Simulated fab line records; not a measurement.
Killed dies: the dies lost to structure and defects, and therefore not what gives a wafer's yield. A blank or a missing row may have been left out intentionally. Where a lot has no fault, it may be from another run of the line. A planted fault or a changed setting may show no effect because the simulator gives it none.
Chamber matching :: flow n5-finfet :: pecvd-04 running N5_BEOL_M10_DEP_56: 3 sister chambers
The step deposits SiCN from 3MS/NH3, target thk 15 nm, time 26.5 s. 3 wafers are shown with their chamber, then 10 later ones without.

WAFERS PAIRED WITH THEIR CHAMBERS
wafer: L083.6
chamber: 1
showerhead-vpp-V (V): 871

wafer: L093.1
chamber: 0
showerhead-vpp-V (V): 914

wafer: L093.2
chamber: 2
showerhead-vpp-V (V): 917

WAFERS WHOSE CHAMBER IS MISSING
wafer: L093.3
showerhead-vpp-V (V): 912

wafer: L093.4
showerhead-vpp-V (V): 912

wafer: L093.5
showerhead-vpp-V (V): 900

wafer: L093.6
showerhead-vpp-V (V): 923

wafer: L094.2
showerhead-vpp-V (V): 903

wafer: L094.3
showerhead-vpp-V (V): 857

wafer: L094.5
showerhead-vpp-V (V): 861

wafer: L097.1
showerhead-vpp-V (V): 912

wafer: L097.3
showerhead-vpp-V (V): 862

wafer: L097.5
showerhead-vpp-V (V): 910

CHAMBER TAKEN BY EACH
wafer: L093.3
from the rows above: can't be placed: 0 or 2
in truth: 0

wafer: L093.4
from the rows above: can't be placed: 0 or 2
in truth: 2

wafer: L093.5
from the rows above: can't be placed: 0 or 2 or 1
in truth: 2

wafer: L093.6
from the rows above: can't be placed: 2 or 0
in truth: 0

wafer: L094.2
from the rows above: can't be placed: 0 or 2
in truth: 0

wafer: L094.3
from the rows above: 1
in truth: 1

wafer: L094.5
from the rows above: 1
in truth: 1

wafer: L097.1
from the rows above: can't be placed: 0 or 2
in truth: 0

wafer: L097.3
from the rows above: 1
in truth: 1

wafer: L097.5
from the rows above: can't be placed: 0 or 2
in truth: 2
Correctly placed: 3 of 10. Unplaceable from these rows: 7, with the true chamber sitting among the candidates in 7. 0 placed wrongly.
How it was worked out, from the rows above alone: a wafer's distance from a chamber is the root of the sum, over the readings, of the square of ((its reading less the chamber's mean) divided by the reading's scatter). The wafer belongs to the nearest chamber; if the next one is less than 2 further off, it can't be placed. For every chamber, the mean is computed from those of its wafers that are shown. The scatter: root of mean squared gap, hidden wafer to nearest shown wafer, with one shown wafer a chamber.
